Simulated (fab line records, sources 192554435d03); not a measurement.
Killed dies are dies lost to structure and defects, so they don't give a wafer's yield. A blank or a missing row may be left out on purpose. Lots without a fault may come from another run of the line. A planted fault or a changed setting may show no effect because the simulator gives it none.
A struck lot beside a sound one | flow n5_finfet | 37 steps out of a route of 1938
Sound: wafers L475.2, L475.3, L475.5. Struck: wafers L478.2, L478.3, L478.5. The cause comes at the end.
At each step with rows: each side's tool, then ch and its chambers, then its first start. Under that, the readings that differ: sound wafers | struck wafers | difference of the means | sigmas: that difference in standard deviations of wafers without a fault.
alike: readings whose means differ by less than 2 such deviations, and words and numbers that are the same on both sides. not compared: withheld readings, readings that some wafer has no value for, bounds like >300 that may hide the same value, and numbers for which the record gives no deviation and whose values overlap.
The two part at a step that has a row with sigmas, a row that says differs or no value, or rows on one side only. Numbers that don't overlap but have no deviation are shown without sigmas and don't part them. A reading that every wafer of one side lacks parts them only if that side has two wafers or more.

first, 9 steps without rows for these wafers: N5_BEOL_M4_ANNEAL_95 (time 240 s); N5_BEOL_M4_SPUTTER_96 (material Cu, target thk 4.5 nm, time 8.29 s); N5_BEOL_M4_ECD_50 (material Cu, target thk 300 nm); N5_BEOL_M4_ANNEAL_51 (time 90 s); N5_BEOL_M4_CMP_52 (polishes, stops on SiOC, t overpolish 6.8 s, target thk 40 nm); N5_BEOL_M4_PRE_CLEAN_60 (time 15 s); N5_BEOL_M4_CO_CAP_55 (material Co, precursor CCTBA/H2, target thk 2 nm, time 102.1 s); N5_BEOL_M4_PRE_CLEAN_56 (time 15 s); N5_BEOL_M4_DEP_57 (deposits SiCN from 3MS/NH3, target thk 8 nm, time 14 s).
N5_BEOL_M4_RC_MEAS_101:
  sound on prober-01 ch 0, day 8 06:49; struck on prober-01 ch 0, day 9 03:54
  alike: DIBL_N, DIBL_P, IOFF_N, IOFF_P, ION_N, ION_P, SS_N, SS_P, VT_N, VT_P
then, 24 steps without rows for these wafers: N5_BEOL_M5_ILD_DEP_00 (deposits SiCOH lowk from DEMS/porogen, target thk 140.64 nm, time 25.9 s); N5_BEOL_M5_CURE_79 (cures SiCOH lowk, time 240 s); N5_BEOL_M5_PECVD_70 (deposits SiO2 from TEOS/O2, target thk 16 nm, time 18 s); N5_BEOL_M5_HM_DEP_02 (deposits TiN, target thk 20 nm); N5_BEOL_M5_COAT_59 (time 60 s, resist thk 60 nm); N5_BEOL_M5_COAT_60 (time 60 s, resist thk 12 nm); N5_BEOL_M5_COAT_71 (time 60 s, resist thk 5 nm); N5_BEOL_M5_COAT_05 (resist thk 30 nm); N5_BEOL_M5_EBR_07; N5_BEOL_M5_SOFTBAKE_06 (time 60 s); N5_BEOL_M5_EXPOSE_08 (exposes mask M5, target cd 28 nm); N5_BEOL_M5_PEB_09 (peb time 60 s); N5_BEOL_M5_DEVELOP_10 (develop time 30 s); N5_BEOL_M5_DESCUM_16 (chemistry O2, time 7 s); N5_BEOL_M5_ETCH_72 (etches underlayer in N2/H2, target depth 6.5 nm, time 5.2 s); N5_BEOL_M5_ETCH_61 (etches SiARC in CF4, target depth 15.6 nm, time 26 s); N5_BEOL_M5_ETCH_62 (etches SOC in N2/H2, target depth 75 nm, overetch 15 nm, time 112.5 s); N5_BEOL_M5_STRIP_63 (strips in N2/H2); N5_BEOL_M5_STRIP_73 (strips in N2/H2); N5_BEOL_M5_STRIP_64 (strips in CF4); N5_BEOL_M5_HM_OPEN_17 (chemistry Cl2/BCl3, target TiN, target depth 20 nm, overetch 6 nm); N5_BEOL_M5_STRIP_19 (strips in O2); N5_BEOL_M5_COAT_65 (time 60 s, resist thk 60 nm); N5_BEOL_M5_COAT_66 (time 60 s, resist thk 12 nm).
N5_BEOL_M9_ECD_50: material Cu, target thk 318 nm.
  sound on ecd_cu-02 ch 0,1, day 9 20:17; struck on ecd_cu-02 ch 0,1, day 10 23:31
N5_BEOL_M9_CMP_52: polishes, stops on SiCOH lowk, t overpolish 7 s, target thk 140 nm.
  sound on cmp-04 ch 1,3, day 9 20:42; struck on cmp-02 ch 0,1,2, day 10 23:59
  reading                | sound    | struck | difference | sigmas
  time_to_endpoint_s (s) | 57 70 68 | 4 3 4  | -61        | -15
  alike: clearing_platen_rpm, edge_zone_pressure_frac, motor_current_A
-- the record jumps here: 2 days lie between the struck wafers' starts before and after (it left off in module BEOL_M9 and takes up again in module PASSIVATION, whose first step shown is number 1936 of the route) --
N5_PASSIVATION_PROBE_49:
  sound on prober-02, day 12 00:12; struck on prober-02, day 13 04:41
  reading                  | sound          | struck         | difference | sigmas
  defect_limited_yield (%) | 89.9 93.1 95.1 | 0 0 0          | -93        | -58
  killed_at_M4_up          | 17 11 10       | 1093 1124 1061 | +1080      | +99 or more
  killed_dies              | 119 81 58      | 1180 1180 1180 | +1094      | +58
  killed_on_rim            | 9 8 5          | 152 152 152    | +145       | +34
  sort_bin_5_function (%)  | 6.0 3.7 3.2    | 96.5 97.5 96.9 | +92.7      | +84
  sort_bin_8_speed (%)     | 0 0.25 0       | 0 0 0          | +0         | -2
  sort_n_pass              | 1061 1096 1122 | 0 0 0          | -1093      | -58
  sort_yield_pct (%)       | 89.9 92.9 95.1 | 0 0 0          | -93        | -58
  alike: killed_at_M0_to_M3, killed_at_contacts, killed_at_front_end, killed_at_other, killed_open, killed_short, sort_bin_6_memory

WHERE THEY PART
First at N5_BEOL_M9_CMP_52; last, within this record, at N5_PASSIVATION_PROBE_49.

WHY: what the simulator had put in
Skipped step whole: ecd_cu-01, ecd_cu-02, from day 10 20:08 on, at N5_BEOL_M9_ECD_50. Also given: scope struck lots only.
